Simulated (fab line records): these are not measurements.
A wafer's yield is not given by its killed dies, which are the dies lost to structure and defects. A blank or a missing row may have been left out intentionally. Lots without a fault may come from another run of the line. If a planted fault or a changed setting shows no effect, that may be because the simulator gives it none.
A struck lot beside a sound one || flow nand_harc || 40 steps out of a route of 1302
Sound: wafers L845.2, L845.3, L845.5. Struck: wafers L859.1, L859.4 (left out: L859.3, a lot-mate that was not struck); the cause follows at the end.
Order at every step that has rows: each side's tool, ch and its chambers, its first start. Under that, the readings that differ: sound wafers || struck wafers || difference of the means || sigmas: that difference in standard deviations of wafers without a fault.
alike: readings with means less than 2 such deviations apart, plus words and numbers identical on both sides. not compared: withheld readings, readings lacking a value on some wafer, bounds such as >300 that could conceal the same value, and numbers that have no deviation in the record and whose values overlap.
The two part at a step that has a row with sigmas, a row that says differs or no value, or rows on one side only. Non-overlapping numbers with no deviation appear without sigmas and do not part them. A reading that every wafer of one side lacks parts them only if that side has two wafers or more.

NHARC_A_CHANNEL_HOLE_D1_CD_MEAS_30:
  struck on cd_sem-02, day 18 18:23; sound on cd_sem-02, day 12 18:46
{"reading": "cd_nm (nm)", "sound": "88.5 88.5 88.6", "struck": "91.5 91.3", "difference": "+2.9", "sigmas": "+2"}
following that, these wafers have no rows for 1 step: NHARC_A_CHANNEL_HOLE_D1_XSEM_31.
NHARC_A_CHANNEL_HOLE_D1_INSPECT_40:
  struck on defect_inspect-02, day 18 18:34; sound on defect_inspect-01, day 12 18:56
{"reading": "raw_defect_count", "sound": "105 103 116", "struck": "56 48", "difference": -56, "sigmas": -2}
then, 3 steps without rows for these wafers: NHARC_A_CHANNEL_FILL_D1_PRECLEAN_00 (cleans in SC1); NHARC_A_CHANNEL_FILL_D1_SRD_01; NHARC_A_CHANNEL_FILL_D1_ALD_02 (deposits SiO2, target thk 6 nm, pulse time 10 s, ald cycles 60).
NHARC_A_CHANNEL_FILL_D1_ALD_03: deposits SiNx, target thk 6 nm, pulse time 60 s, ald cycles 58.
  sound on ald_sin_batch-03 ch 0; struck on ald_sin_batch-01 ch 0
  alike: precursor_pulse_height_rel
then, 5 steps without rows for these wafers: NHARC_A_CHANNEL_FILL_D1_ALD_14 (deposits SiO2, target thk 2.5 nm, pulse time 10 s, ald cycles 25); NHARC_A_CHANNEL_FILL_D1_ALD_15 (deposits SiNx, target thk 2 nm, pulse time 60 s, ald cycles 19); NHARC_A_CHANNEL_FILL_D1_ALD_16 (deposits SiO2, target thk 1.5 nm, pulse time 10 s, ald cycles 15); NHARC_A_CHANNEL_FILL_D1_ANNEAL_17 (time 1800 s); NHARC_A_CHANNEL_FILL_D1_CVD_18 (deposits poly-Si, target thk 3 nm).
NHARC_A_CHANNEL_FILL_D1_ETCHBACK_19: etches the open film in HBr/Cl2, target depth 5 nm, time 1.7 s.
  sound on rie_si-04 ch 1,2,3, day 13 19:19; struck on rie_si-04 ch 2,3, day 19 18:51
  alike: drypump_motor_current_A, mfc_cl2_sccm, oes_product_au, throttle_valve_pct
  not compared: rf_hours_counter_h
NHARC_A_CHANNEL_FILL_D1_ETCHBACK_20: etches the open film in C4F8/O2/Ar, target depth 27 nm, time 13.5 s.
  sound on rie_diel-03 ch 1,3, day 13 19:26; struck on rie_diel-06 ch 0,3, day 19 18:59
{"reading": "oes_product_au (a.u.)", "sound": "1.00 1.00 0.99", "struck": "0.91 0.92", "difference": -0.08, "sigmas": -2}
  alike: rf_vpp_V
  not compared: rf_hours_counter_h
then, 11 steps without rows for these wafers: NHARC_A_CHANNEL_FILL_D1_STRIP_28 (strips in O2, time 20 s); NHARC_A_CHANNEL_FILL_D1_PRECLEAN_21 (cleans in dHF, time 30 s); NHARC_A_CHANNEL_FILL_D1_SRD_23; NHARC_A_CHANNEL_FILL_D1_CVD_05 (deposits poly-Si, target thk 5 nm); NHARC_A_CHANNEL_FILL_D1_ANNEAL_22 (time 7200 s); NHARC_A_CHANNEL_FILL_D1_ALD_25 (deposits SiOx, target thk 60 nm, pulse time 10 s, ald cycles 600); NHARC_A_CHANNEL_FILL_D1_ETCHBACK_08 (etches the open film in C4F8, target depth 220 nm, time 110 s); NHARC_A_CHANNEL_FILL_D1_STRIP_29 (strips in O2, time 20 s); NHARC_A_CHANNEL_FILL_D1_PRECLEAN_30 (cleans in dHF, time 30 s); NHARC_A_CHANNEL_FILL_D1_SRD_31; NHARC_A_CHANNEL_FILL_D1_CVD_09 (deposits poly-Si, target thk 150 nm, time 3000 s).
NHARC_A_CHANNEL_FILL_D1_CMP_10: polishes, target thk 150 nm.
  sound on cmp-03 ch 1,3, day 14 18:35; struck on cmp-02 ch 0,1, day 20 18:13
  alike: motor_current_A, time_to_endpoint_s
following that, these wafers have no rows for 1 step: NHARC_A_CHANNEL_FILL_D1_SRD_12.
NHARC_A_CHANNEL_FILL_D1_INSPECT_13:
  struck on defect_inspect-01, day 20 18:37; sound on defect_inspect-01, day 14 18:59
  alike: raw_defect_count
NHARC_A_DECK1_JOINT_ETCHBACK_07: etches the open film in HBr, target depth 105 nm, time 26.9 s.
  the record has rows for the sound wafers here (rie_si-03 ch 0,1,3, day 14 19:04) and none for the struck ones
then, 8 steps without rows for these wafers: NHARC_A_DECK1_JOINT_ETCH_25 (etches SiO2 in dHF, target depth 0.5 nm); NHARC_A_DECK1_JOINT_ETCH_19 (etches poly-Si in TMAH, target depth 3 nm); NHARC_A_DECK1_JOINT_ETCH_18 (etches SiO2 in dHF, target depth 3 nm); NHARC_A_DECK1_JOINT_WET_08 (chemistry H3PO4, time 86 s); NHARC_A_DECK1_JOINT_ETCH_09 (etches SiO2 in dHF, target depth 5 nm); NHARC_A_DECK1_JOINT_WET_10 (chemistry H3PO4, time 86 s); NHARC_A_DECK1_JOINT_ETCH_11 (etches SiO2 in dHF, target depth 35 nm); NHARC_A_DECK1_JOINT_CVD_12 (deposits poly-Si, target thk 90 nm, time 1800 s).
NHARC_A_DECK1_JOINT_CMP_13: polishes, target thk 51.023 nm.
  the record has rows for the sound wafers here (cmp-02 ch 1,3, day 15 05:20) and none for the struck ones
NHARC_A_DECK1_JOINT_THK_MEAS_14: measures by ellipsometry.
  rows exist in the record for the sound wafers here (film_metro-02, day 15 05:36), none for the struck ones
-- break in the record here, with 14 days between the starts of the struck wafers on either side (left off in module A_DECK1_JOINT, picked up again in module END, where the first step shown is number 1302 on the route) --
NHARC_END_SORT_01:
  the record has rows for the struck wafers here (prober-01 ch 0, day 34 14:00) and none for the sound ones

== WHERE THEY PART ==
At NHARC_A_CHANNEL_HOLE_D1_CD_MEAS_30 first; at NHARC_END_SORT_01 last (within this record only).

WHY: what the simulator had put in
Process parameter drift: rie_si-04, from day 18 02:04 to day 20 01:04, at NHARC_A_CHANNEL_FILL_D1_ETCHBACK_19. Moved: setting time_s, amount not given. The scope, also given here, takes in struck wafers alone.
